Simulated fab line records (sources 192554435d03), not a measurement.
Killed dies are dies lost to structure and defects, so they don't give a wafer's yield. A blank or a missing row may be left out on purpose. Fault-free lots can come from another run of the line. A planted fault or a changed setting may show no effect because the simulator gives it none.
fab line records | flow n5Finfet
[record] lots = 5 | wafers = 15 | lastDay = 18
route steps=1938 shown BEOL_M3@965 BEOL_M4@1111 PASSIVATION@1936
lots with no fault: from the same line, run without faults
startH: hours from the record's first day to the start of the lot's first wafer shown | waitH: time in hours since the lot's previous step | " repeats the value in the row above | L1.1+2: a single row standing in for several wafers | - either no value or no given start | * or withheld: withheld | < > ~ a bound
route shown NAME@n: a module of which the file shows steps, and the number in the route of the first | usual: the fault-free wafers' mean and standard deviation | same: alike in all rows | chamber/n: place in a boat | sites: readings site by site | _std_site: how widely they spread, as a standard deviation | _edge_site: outer sites' mean less inner sites' | radiusMm: how far each site lies from the wafer's centre | mask NAME#n: copy n | behind: tool/chamber where the wafer was last shaped | hold: what put the lot on hold/how long, in hours/how the hold closed | device: transistor that didn't switch, given as n, p or np | end of line: tests of these same wafers at the route's end | a step without rows: its recipe alone | killed: dies that structure and defects cost at the first sort, which is not the same as the wafer's yield | map: a wafer's dies, x killed, . not, _ none there
set.NAME: the setting the step ran with; set.NAME@STEP: the setting that earlier step ran with | model.NAME: the simulator's own value behind a step, which no gauge read
certain route steps with their lots: each step a table, each wafer a row
services: from which hour (startH, from the record's first day; less than 0 if before it) a tool's chamber was out of use, for how many hours, and why
[[steps]]
[step N5_BEOL_M3_DEVELOP_27]
[recipe] developTimeS = 30 | developer = TMAH | resist = CAR-EUV | rinseLiquid = surfactantRinse | dry = airSpin | devTempC = 23
[step N5_BEOL_M3_DESCUM_33]
[recipe] chemistry = O2 | timeS = 7 | sourcePowerW = 50 | biasPowerW = 20 | pressureMtorr = 20 | rfFrequencyHz = 2.712e+07 | tempC = 40 | resist = CAR-EUV | o2FlowSccm = 225
[step N5_BEOL_M3_ETCH_77]
[recipe] chemistry = N2/H2 | target = underlayer | targetDepthA = 65 | maskMaterial = CAR-EUV | timeS = 5.2 | ionEnergyEv = 200 | pressureMtorr = 30 | sourceW = 840 | biasW = 150 | n2FlowSccm = 200 | h2FlowSccm = 200 | ends = cleared
[step N5_BEOL_M3_ETCH_69]
[recipe] chemistry = CF4 | target = SiARC | targetDepthA = 156 | maskMaterial = CAR-EUV | timeS = 26 | ionEnergyEv = 80 | pressureMtorr = 40 | sourceW = 545 | biasW = 36 | Ar_flow_sccm = 100 | cf4FlowSccm = 100 | ends = cleared
[step N5_BEOL_M3_ALD_98]
[recipe] material = SiO2 | targetThkA = 25 | tempC = 100 | aldPrecursorFamily = BDEAS | aldCoReactant = O2-plasma | pulseTimeS = 1 | coReactantPulseTimeS = 1 | purgeTimeS = 2 | coReactantPurgeTimeS = 2 | aldCycles = 17 | pressureTorr = 2
[step N5_BEOL_M3_ETCHBACK_99]
[recipe] chemistry = CHF3 | target = SiO2 | targetDepthA = 50 | timeS = 10.4 | sourceW = 215 | biasW = 47 | Ar_flow_sccm = 200 | CHF3_flow_sccm = 12 | ionEnergyEv = 100 | pressureMtorr = 30
[step N5_BEOL_M3_ETCH_70]
[recipe] chemistry = N2/H2 | target = SOC | targetDepthA = 800 | overetchA = 160 | maskMaterial = SiARC | tempC = 40 | timeS = 120 | ionEnergyEv = 200 | pressureMtorr = 30 | sourceW = 840 | biasW = 150 | n2FlowSccm = 200 | h2FlowSccm = 200
[step N5_BEOL_M3_STRIP_71]
[recipe] chemistry = N2/H2 | tempC = 40 | n2FlowSccm = 200 | h2FlowSccm = 200 | rfFrequencyHz = 6e+07
[step N5_BEOL_M3_STRIP_78]
[recipe] chemistry = N2/H2 | tempC = 40 | n2FlowSccm = 200 | h2FlowSccm = 200 | rfFrequencyHz = 6e+07
[step N5_BEOL_M3_VIA_ETCH_34]
[recipe] chemistry = C4F6/O2 | targetDepthA = 694 | maskMaterial = SOC | pressureMtorr = 15 | ionEnergyEv = 250 | taperDeg = 4 | timeS = 65.9 | sourceW = 350 | biasW = 170 | Ar_flow_sccm = 300 | C4F6_flow_sccm = 10 | O2_flow_sccm = 10
[usual] biasW = 169.9/0.5 | drypumpMotorCurrentA = 5.8/0.49 | oesProductAu = 0.71/0.048 | rfVppV = 670/18 | showerheadPlenumPTorr = 2.90/0.078 | throttleValvePct = 30.92/0.27
lot.wafer | tool       | chamber | startH | waitH | biasW | drypumpMotorCurrentA | oesProductAu | rfHoursCounterH | rfVppV | showerheadPlenumPTorr | throttleValvePct
L327.1    | rieDiel-06 | 2       | 258.40 | 0.0   | 170.2 | 6.8                  | 0.75         | 158             | 690    | 2.76                  | 30.87
L327.2    | "          | 0       | "      | "     | 169.9 | 5.7                  | 0.69         | 222             | 687    | 2.88                  | 30.25
L327.3    | "          | 3       | "      | "     | 169.5 | 5.1                  | 0.71         | 230             | 659    | 2.70                  | 31.01
L326.1    | rieDiel-06 | 3       | 258.87 | 0.0   | 157.3 | 5.2                  | 0.70         | 230             | 621    | 2.70                  | 31.01
L326.3    | "          | 2       | "      | "     | 169.5 | 6.7                  | 0.76         | 158             | 689    | 2.75                  | 30.89
L326.4    | "          | 1       | "      | "     | 169.7 | 5.7                  | 0.67         | 228             | 658    | 2.96                  | 30.85
L328.2    | rieDiel-05 | 1       | 260.21 | 0.0   | 169.5 | 5.1                  | 0.69         | 214             | 675    | 2.95                  | 31.05
L328.4    | "          | 2       | "      | "     | 170.1 | 6.3                  | 0.72         | 226             | 667    | 2.93                  | 30.73
L328.5    | "          | 2       | "      | "     | 170.3 | 6.3                  | 0.72         | -               | 666    | 2.93                  | 30.75
L332.1    | rieDiel-06 | 3       | 275.19 | 0.0   | 158.2 | 5.1                  | 0.70         | 235             | 619    | 2.70                  | 31.00
L332.2    | "          | 1       | "      | "     | 169.9 | 5.7                  | 0.67         | 232             | 657    | 2.95                  | 30.86
L332.3    | "          | 2       | "      | "     | 169.7 | 6.7                  | 0.75         | 163             | 689    | 2.75                  | 30.88
L333.2    | rieDiel-06 | 3       | 303.25 | 0.0   | 158.5 | 5.1                  | 0.70         | 244             | 620    | 2.69                  | 31.01
L333.4    | "          | 2       | "      | "     | 170.6 | 6.7                  | 0.74         | 171             | 687    | 2.75                  | 30.89
L333.6    | "          | 1       | "      | "     | 169.5 | 5.7                  | 0.68         | -               | 658    | 2.95                  | 30.87
[step N5_BEOL_M3_STRIP_83]
[recipe] chemistry = C4F6/O2 | resist = SiARC | rfFrequencyHz = 6e+07
[step N5_BEOL_M4_RC_MEAS_101]
[usual] DIBL_N = 36.2/2.2 | DIBL_P = 36.5/3 | IOFF_N = 0.16/0.039 | IOFF_P = 0.22/0.047 | ION_N = 675/15 | ION_P = 463/10 | SS_N = 71.6/0.71 | SS_P = 73.4/0.94 | VT_N = 250/3.6 | VT_P = -250/3.9
lot.wafer | tool      | chamber | startH | waitH | DIBL_N[mV/V] | DIBL_P[mV/V] | IOFF_N[nA/um] | IOFF_P[nA/um] | ION_N[uA/um] | ION_P[uA/um] | SS_N[mV/dec] | SS_P[mV/dec] | VT_N[mV] | VT_P[mV]
L327.1    | prober-02 | 0       | 271.97 | 0.0   | 34.3         | 34.9         | 0.12          | 0.18          | 655          | 455          | 70.4         | 72.6         | 251      | -252
L327.2    | "         | 0       | "      | "     | 36.5         | 38.4         | 0.16          | 0.25          | 665          | 465          | 72.4         | 74.0         | 250      | -249
L327.3    | "         | 0       | "      | "     | 34.4         | 34.6         | 0.11          | 0.15          | 654          | 454          | 71.1         | 72.7         | 257      | -253
L326.1    | prober-01 | 0       | 274.10 | 0.0   | 37.9         | 35.5         | 0.14          | 0.19          | 659          | 453          | 71.6         | 74.8         | 253      | -252
L326.3    | "         | 0       | "      | "     | 34.2         | 31.7         | 0.10          | 0.14          | 668          | 456          | 70.4         | 73.0         | 256      | -254
L326.4    | "         | 0       | "      | "     | 39.0         | 37.4         | 0.17          | 0.22          | 673          | 453          | 72.1         | 74.3         | 249      | -251
L328.2    | prober-02 | 0       | 280.30 | 0.2   | 34.7         | 33.9         | 0.14          | 0.17          | 669          | 451          | 71.6         | 72.9         | 249      | -255
L328.4    | "         | 0       | "      | "     | 31.0         | 29.2         | 0.09          | 0.13          | 645          | 446          | 70.2         | 71.6         | 255      | -255
L328.5    | "         | 0       | "      | "     | 36.7         | 37.9         | 0.19          | 0.25          | 703          | 483          | 71.9         | 73.2         | 246      | -247
L332.1    | prober-01 | 0       | 289.05 | 0.0   | 36.6         | 38.2         | 0.16          | 0.21          | 672          | 454          | 72.0         | 73.7         | 250      | -252
L332.2    | "         | 0       | "      | "     | 35.8         | 37.8         | 0.14          | 0.20          | 690          | 470          | 71.6         | 73.6         | 250      | -253
L332.3    | "         | 0       | "      | "     | 38.8         | 39.8         | 0.19          | 0.23          | 682          | 459          | 72.3         | 73.3         | 249      | -249
L333.2    | prober-02 | 0       | 317.39 | 0.2   | 36.9         | 35.4         | 0.16          | 0.19          | 691          | 472          | 70.5         | 73.5         | 251      | -252
L333.4    | "         | 0       | "      | "     | 36.2         | 34.3         | 0.13          | 0.17          | 653          | 449          | 72.0         | 73.8         | 252      | -253
L333.6    | "         | 0       | "      | "     | 39.9         | 39.3         | 0.20          | 0.25          | 684          | 471          | 72.5         | 74.0         | 248      | -251
[step N5_PASSIVATION_PROBE_49]
[usual] defectLimitedYield = 91.5/1.5 | killed_at_M0_to_M3 = 32/10 | killed_at_M4_up = 13/4.9 | killedAtContacts = 13/6.1 | killedAtFrontEnd = 38/11 | killedAtOther = 3/3.2 | killedDies = 101/18 | killedOpen = 66/13 | killedShort = 32/8.3 | sort_bin_5_function = 5.0/1 | sort_bin_6_memory = 3.2/0.74 | sort_bin_8_speed = 0.1/1.1 | sortNPass = 1078/22 | sortYieldPct = 91.3/1.9
[same] grossDies = 1180 | killedAtBackSide = 0 | sort_bin_4_leakage[%] = 0
lot.wafer | tool      | chamber | startH | waitH | defectLimitedYield[%] | killed_at_M0_to_M3 | killed_at_M4_up | killedAtContacts | killedAtFrontEnd | killedAtOther | killedDies | killedOpen | killedShort | sort_bin_5_function[%] | sort_bin_6_memory[%] | sort_bin_8_speed[%] | sortNPass | sortYieldPct[%]
L326.1    | prober-01 | -       | 386.40 | 0.0   | 92.7                  | 30                 | 18              | 8                | 28               | 2             | 86         | 59         | 24          | 4.8                    | 2.2                  | 0                   | 1094      | 92.7
L326.3    | prober-01 | -       | 386.50 | 0.1   | 92.0                  | 28                 | 20              | 13               | 33               | 0             | 94         | 62         | 31          | 4.8                    | 2.8                  | 0                   | 1086      | 92.0
L326.4    | prober-01 | -       | 386.55 | 0.2   | 90.8                  | 27                 | 20              | 15               | 44               | 2             | 108        | 67         | 41          | 4.7                    | 4.2                  | 0                   | 1072      | 90.8
L327.1    | prober-01 | -       | 386.73 | 0.0   | 91.2                  | 27                 | 16              | 7                | 49               | 5             | 104        | 69         | 34          | 5.3                    | 3.3                  | 0                   | 1076      | 91.2
L327.2    | prober-01 | -       | 386.78 | 0.1   | 92.5                  | 25                 | 16              | 2                | 36               | 10            | 89         | 55         | 33          | 4.9                    | 2.3                  | 0                   | 1091      | 92.5
L327.3    | prober-01 | -       | 386.83 | 0.1   | 91.3                  | 27                 | 14              | 6                | 54               | 2             | 103        | 66         | 33          | 4.4                    | 3.8                  | 0                   | 1077      | 91.3
L328.2    | prober-02 | -       | 386.76 | 0.1   | 93.2                  | 29                 | 7               | 11               | 33               | 0             | 80         | 53         | 26          | 3.8                    | 3.0                  | 0                   | 1100      | 93.2
L328.4    | prober-02 | -       | 386.86 | 0.2   | 92.9                  | 28                 | 9               | 12               | 33               | 2             | 84         | 56         | 27          | 4.6                    | 2.5                  | 0.2                 | 1094      | 92.7
L328.5    | prober-02 | -       | 386.91 | 0.2   | 91.2                  | 37                 | 15              | 11               | 35               | 6             | 104        | 69         | 34          | 5.1                    | 3.2                  | 0                   | 1076      | 91.2
L332.1    | prober-02 | -       | 402.51 | 0.0   | 92.8                  | 19                 | 18              | 6                | 41               | 1             | 85         | 56         | 28          | 4.0                    | 2.9                  | 0                   | 1095      | 92.8
L332.2    | prober-02 | -       | 402.56 | 0.1   | 90.9                  | 31                 | 20              | 16               | 36               | 4             | 107        | 74         | 30          | 5.2                    | 3.9                  | 0                   | 1073      | 90.9
L332.3    | prober-02 | -       | 402.61 | 0.1   | 90.2                  | 29                 | 10              | 8                | 68               | 1             | 116        | 60         | 37          | 4.8                    | 3.3                  | 0                   | 1064      | 90.2
L333.2    | prober-02 | -       | 420.00 | 0.1   | 90.3                  | 42                 | 16              | 22               | 31               | 3             | 114        | 75         | 34          | 5.4                    | 3.7                  | 0                   | 1066      | 90.3
L333.4    | prober-02 | -       | 420.10 | 0.2   | 91.1                  | 36                 | 10              | 15               | 44               | 0             | 105        | 62         | 36          | 5.4                    | 2.5                  | 0                   | 1075      | 91.1
L333.6    | prober-02 | -       | 420.20 | 0.3   | 91.8                  | 41                 | 14              | 19               | 21               | 2             | 97         | 67         | 29          | 5.0                    | 3.1                  | 0                   | 1083      | 91.8
// killed by level:class
L326.1 FIN_SAQP:geometricParticle:open=8 BEOL_M0_SAQP:geometricParticle:short=7 STI_FIN_REVEAL:geometricParticle:open=7 MOL_CONTACT_COAG:geometricParticle:open=7 BEOL_M1:geometricParticle:open=7 BEOL_M5:geometricParticle:open=6 BEOL_M0_SAQP:geometricParticle:open=5 BEOL_M3:geometricParticle:open=4
L326.3 BEOL_M4:geometricParticle:open=13 MOL_CONTACT_COAG:geometricParticle:open=7 MOL_CONTACT_COAG:geometricParticle:short=6 STARTING-WAFER:geometricParticle:open=6 STI_FIN_REVEAL:geometricParticle:open=5 BEOL_M0:geometricParticle:open=5 BEOL_M2:geometricParticle:open=5 BEOL_M3:geometricParticle:open=5
L326.4 FIN_SAQP:geometricParticle:short=11 FIN_SAQP:geometricParticle:open=11 MOL_CONTACT_COAG:geometricParticle:open=11 DUMMY_GATE:geometricParticle:open=7 BEOL_M0_SAQP:geometricParticle:short=5 BEOL_M3:geometricParticle:open=5 MOL_CONTACT_COAG:geometricParticle:short=4 BEOL_M0:geometricParticle:short=4
L327.1 FIN_SAQP:geometricParticle:short=12 STI_FIN_REVEAL:geometricParticle:open=10 FIN_SAQP:geometricParticle:open=8 BEOL_M2:geometricParticle:open=8 BEOL_M1:geometricParticle:open=7 BEOL_M4:geometricParticle:open=6 GATE_CUT:geometricParticle:short=5 MOL_CONTACT_COAG:geometricParticle:open=5
L328.2 BEOL_M0_SAQP:geometricParticle:short=11 MOL_CONTACT_COAG:geometricParticle:open=9 STI_FIN_REVEAL:geometricParticle:open=5 DUMMY_GATE:geometricParticle:open=5 BEOL_M1:geometricParticle:open=5 BEOL_M3:geometricParticle:open=5 BEOL_M0_SAQP:geometricParticle:open=4 GATE_CUT:geometricParticle:short=4
L327.2 FIN_SAQP:geometricParticle:short=8 STI_FIN_REVEAL:geometricParticle:open=7 FIN_SAQP:geometricParticle:open=6 BEOL_M1:geometricParticle:open=6 MIM_TOP_ETCH:geometricParticle:open=5 DUMMY_GATE:geometricParticle:open=4 BEOL_M0_SAQP:geometricParticle:open=4 BEOL_M2:geometricParticle:open=4
L327.3 STI_FIN_REVEAL:geometricParticle:open=19 GATE_CUT:geometricParticle:open=8 FIN_SAQP:geometricParticle:short=7 BEOL_M3:geometricParticle:open=7 BEOL_M4:geometricParticle:open=7 GATE_CUT:geometricParticle:short=6 BEOL_M2:geometricParticle:open=5 STI_FIN_REVEAL:geometricParticle:short=4
L328.4 MOL_CONTACT_COAG:geometricParticle:open=9 BEOL_M3:geometricParticle:open=9 GATE_CUT:geometricParticle:short=7 BEOL_M0_SAQP:geometricParticle:open=7 STI_FIN_REVEAL:geometricParticle:open=6 BEOL_M0_SAQP:geometricParticle:short=6 BEOL_M4:geometricParticle:open=4 STARTING-WAFER:geometricParticle:open=4
L328.5 BEOL_M0_SAQP:geometricParticle:open=16 BEOL_M0_SAQP:geometricParticle:short=12 MOL_CONTACT_COAG:geometricParticle:open=9 FIN_SAQP:geometricParticle:open=6 BEOL_M3:geometricParticle:open=6 STI_FIN_REVEAL:geometricParticle:open=5 BEOL_M5:geometricParticle:open=5 DUMMY_GATE:geometricParticle:open=4
L332.1 FIN_SAQP:geometricParticle:open=10 FIN_SAQP:geometricParticle:short=7 STI_FIN_REVEAL:geometricParticle:open=6 MOL_CONTACT_COAG:geometricParticle:open=5 BEOL_M0_SAQP:geometricParticle:open=5 BEOL_M3:geometricParticle:open=5 BEOL_M4:geometricParticle:open=4 STARTING-WAFER:geometricParticle:open=4
L332.2 MOL_CONTACT_COAG:geometricParticle:open=16 FIN_SAQP:geometricParticle:open=10 BEOL_M4:geometricParticle:open=10 BEOL_M2:geometricParticle:open=9 BEOL_M0_SAQP:geometricParticle:open=8 FIN_SAQP:geometricParticle:short=7 BEOL_M0_SAQP:geometricParticle:short=6 BEOL_M4:geometricParticle:short=5
L332.3 STI_FIN_REVEAL:geometricParticle:open=17 HKMG_FIN:areaEtch=14 MOL_CONTACT_COAG:geometricParticle:open=8 GATE_CUT:geometricParticle:short=7 BEOL_M0_SAQP:geometricParticle:short=7 FIN_SAQP:geometricParticle:short=6 FIN_SAQP:geometricParticle:open=5 STARTING-WAFER:geometricParticle:open=5
L333.2 MOL_CONTACT_COAG:geometricParticle:open=16 FIN_SAQP:geometricParticle:short=10 BEOL_M3:geometricParticle:open=10 BEOL_M1:geometricParticle:open=9 BEOL_M2:geometricParticle:open=9 FIN_SAQP:geometricParticle:open=6 MOL_CONTACT_COAG:geometricParticle:short=6 BEOL_M0_SAQP:geometricParticle:short=5
L333.4 MOL_CONTACT_COAG:geometricParticle:open=11 FIN_SAQP:geometricParticle:short=9 BEOL_M2:geometricParticle:open=8 BEOL_M3:geometricParticle:open=8 FIN_SAQP:geometricParticle:open=7 BEOL_M3:geometricParticle:short=7 HKMG_FIN:areaEtch=7 STI_FIN_REVEAL:geometricParticle:open=4
L333.6 MOL_CONTACT_COAG:geometricParticle:open=14 BEOL_M2:geometricParticle:open=11 BEOL_M3:geometricParticle:open=8 BEOL_M1:geometricParticle:open=7 BEOL_M0_SAQP:geometricParticle:short=6 BEOL_M5:geometricParticle:open=6 STI_FIN_REVEAL:geometricParticle:open=5 MOL_CONTACT_COAG:geometricParticle:short=5
[[services]]
tool       | chamber | startH | hours | kind
rieDiel-05 | 3       | 272.30 | -     | clean
rieDiel-05 | 3       | 272.30 | -     | consumableReplace:focusRing
rieDiel-05 | 3       | 272.30 | 16.6  | scheduledDown
rieDiel-05 | 3       | 272.30 | 16.6  | ventCycle
rieDiel-05 | 1       | 282.09 | 17.6  | repair
rieDiel-05 | 2       | 299.70 | 4.2   | repair
rieDiel-05 | -       | 302.74 | 1.0   | repair
[[key]]
[firstSign] step = N5_BEOL_M3_VIA_ETCH_34 | reading = biasW | direction = down | sigmas = 24 | usual = * | struck = *
[effect] step = N5_BEOL_M3_VIA_ETCH_34 | reading = rfVppV | direction = down | sigmas = 2.7 | usual = 670 | struck = 620
metAt N5_BEOL_M3_VIA_ETCH_34
struckWafers L326.1,L332.1,L333.2
[baselineLoss] step = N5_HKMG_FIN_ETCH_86 | wafers = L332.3
onsetBetween 258.40 258.87
[fault] kind = processParameterDrift | tool = rieDiel-06 | chamber = 3 | onsetH = 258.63 | steps = N5_BEOL_M3_VIA_ETCH_34 | channel = biasW | offset = * | shape = step | endH = 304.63 | actsIn = * | stated = *
// baselineLoss: these wafers lose ten dies or more at that step, a loss of the line's own and not of a fault; the sort's usual values leave them out
